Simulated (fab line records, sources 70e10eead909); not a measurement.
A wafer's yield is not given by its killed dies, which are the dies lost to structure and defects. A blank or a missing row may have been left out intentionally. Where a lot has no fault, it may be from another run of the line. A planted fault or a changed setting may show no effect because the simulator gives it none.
Chamber matching ; flow nandHarc ; rieDiel-09 running NHARC_P_M0_STRIP_18: 4 sister chambers
The step strips in N2/H2. 14 wafers are shown with their chamber, then 7 later ones without.

## EACH WAFER AND ITS CHAMBER
wafer;chamber;drypumpMotorCurrentA (A);oesProductAu (a.u.);rfVppV (V)
L367.1;1;6.5;0.999;89.9
L367.3;0;6.2;1.006;90.3
L367.4;2;5.7;0.999;91.9
L371.2;2;5.7;0.997;90.2
L371.3;0;6.1;1.009;90.0
L371.5;3;5.9;0.991;91.7
L374.2;2;5.7;0.992;90.9
L374.3;1;6.5;0.992;89.5
L374.4;3;5.9;0.991;90.6
L381.2;3;5.9;0.996;88.9
L381.5;3;5.9;0.983;90.7
L381.6;0;6.2;1.014;89.7
L386.2;2;5.7;0.996;91.8
L386.3;3;5.9;0.995;90.8

SIGNATURES (means of the wafers above)
reading;chamber 0;chamber 1;chamber 2;chamber 3;scatter within a chamber
drypumpMotorCurrentA;6.167;6.500;5.700;5.900;0.0258
oesProductAu;1.00967;0.99550;0.99600;0.99120;0.00434
rfVppV;90.000;89.700;91.200;90.540;0.796
Rule: a wafer's distance from a chamber is the root of the sum, over the readings, of the square of ((its reading less the chamber's mean) divided by the reading's scatter). The wafer belongs to the nearest chamber; if the next one is less than 2 further off, it can't be placed. The scatter: the root of (the sum of the squares of (reading less its chamber's mean) over the shown wafers, divided by (wafers less chambers)).

## WAFERS WITH NO CHAMBER GIVEN
wafer;drypumpMotorCurrentA (A);oesProductAu (a.u.);rfVppV (V)
L386.6;6.2;1.020;89.7
L388.2;6.5;0.981;90.3
L388.4;5.7;0.989;92.0
L388.6;6.2;1.014;90.2
L387.2;6.5;0.996;88.2
L387.3;5.7;0.995;90.6
L387.6;6.2;1.010;89.3

## CHAMBER TAKEN BY EACH
wafer;from the rows above;in truth
L386.6;0;0
L388.2;1;1
L388.4;2;2
L388.6;0;0
L387.2;1;1
L387.3;2;2
L387.6;0;0
Placed correctly: 7 of 7. Can't be placed from these rows: 0. 0 placed wrongly.
